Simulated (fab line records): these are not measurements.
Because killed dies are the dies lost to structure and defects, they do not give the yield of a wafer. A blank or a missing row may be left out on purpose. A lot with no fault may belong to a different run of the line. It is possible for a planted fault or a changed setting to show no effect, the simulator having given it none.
A lot that was struck, set against a sound lot -- flow n5-finfet -- 14 steps out of a route of 1938
Sound: the wafers L753.2, L753.3, L753.6. Wafers struck: L772.2, L772.3. At the end, the cause is stated.
Each step with rows lists, per side, the tool, then ch with its chambers, then its first start. Under that, the readings that differ: sound wafers -- struck wafers -- difference of the means -- sigmas: that difference in standard deviations of wafers without a fault.
alike: same words and numbers on both sides, and readings whose means sit less than 2 such deviations apart. not compared: any withheld reading, any reading some wafer has no value for, any bound like >300 that may hide the same value, and any number with overlapping values for which the record gives no deviation.
The two part at a step that has a row with sigmas, a row that says differs or no value, or rows on one side only. When numbers do not overlap yet have no deviation, they are printed without sigmas and do not part them. Lack of a reading on every wafer of one side parts them only where that side has two or more wafers.

N5_BEOL_M11_THK_MEAS_53: measures by xrf.
  sound on film-metro-01 at day 11 17:41; struck on film-metro-02 at day 16 02:55
  alike: M11_THK
then, 1 step without rows for these wafers: N5_BEOL_M11_PRE_CLEAN_55 (time 15 s).
N5_BEOL_M11_DEP_56: deposits SiCN from 3MS/NH3, target thk 30 nm, time 10.5 s.
  sound on pecvd-01 ch 0,2, day 11 17:46; struck on pecvd-01 ch 0,2, day 16 02:59
  alike: showerhead-plenum-p-Torr, throttle-valve-pct
N5_BEOL_M11_RS_MEAS_57: measures by four-point-probe.
  sound on film-metro-02 at day 11 17:50; struck on film-metro-02 at day 16 03:02
  alike: M11_RS
N5_BEOL_M11_INSPECT_58: inspects for defects (darkfield).
  sound on defect-inspect-02 at day 11 17:52; struck on defect-inspect-02 at day 16 03:04
  alike: raw-defect-count
N5_BEOL_M12_ILD_DEP_00: deposits SiOC from DEMS/O2, target thk 658.92 nm, time 130.7 s.
  sound on pecvd-02 ch 0,1,2, day 11 17:54; struck on pecvd-02 ch 0,1, day 16 03:07
  alike: heater-power-w, showerhead-plenum-p-Torr, throttle-valve-pct
N5_BEOL_M12_THK_MEAS_01:
  sound on film-metro-01 at day 11 18:02; struck on film-metro-02 at day 16 03:14
  alike: M12_ILD_THK
then, 5 steps without rows for these wafers: N5_BEOL_M12_COAT_58 (time 60 s, resist thk 89 nm); N5_BEOL_M12_COAT_04 (resist thk 400 nm); N5_BEOL_M12_EBR_06; N5_BEOL_M12_SOFTBAKE_05 (time 60 s); N5_BEOL_M12_EXPOSE_07 (exposes mask V11).
N5_BEOL_M12_PEB_08: peb time 90 s.
  sound on litho-track-05 ch 0, day 11 18:13; struck on litho-track-04 ch 0, day 16 03:33
reading,sound,struck,difference,sigmas
plate-temp-C (C),130.04 129.86 130.05,130.79 130.62,+0.72,+5
  alike: exhaust-pa
then, 1 step without rows for these wafers: N5_BEOL_M12_DEVELOP_09 (develop time 45 s).

== WHERE THEY PART ==
At N5_BEOL_M12_PEB_08 and nowhere else, as far as this record goes.

WHY: what the simulator had put in
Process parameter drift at N5_BEOL_M12_PEB_08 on litho-track-04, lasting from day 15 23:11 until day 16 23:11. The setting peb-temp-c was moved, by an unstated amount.
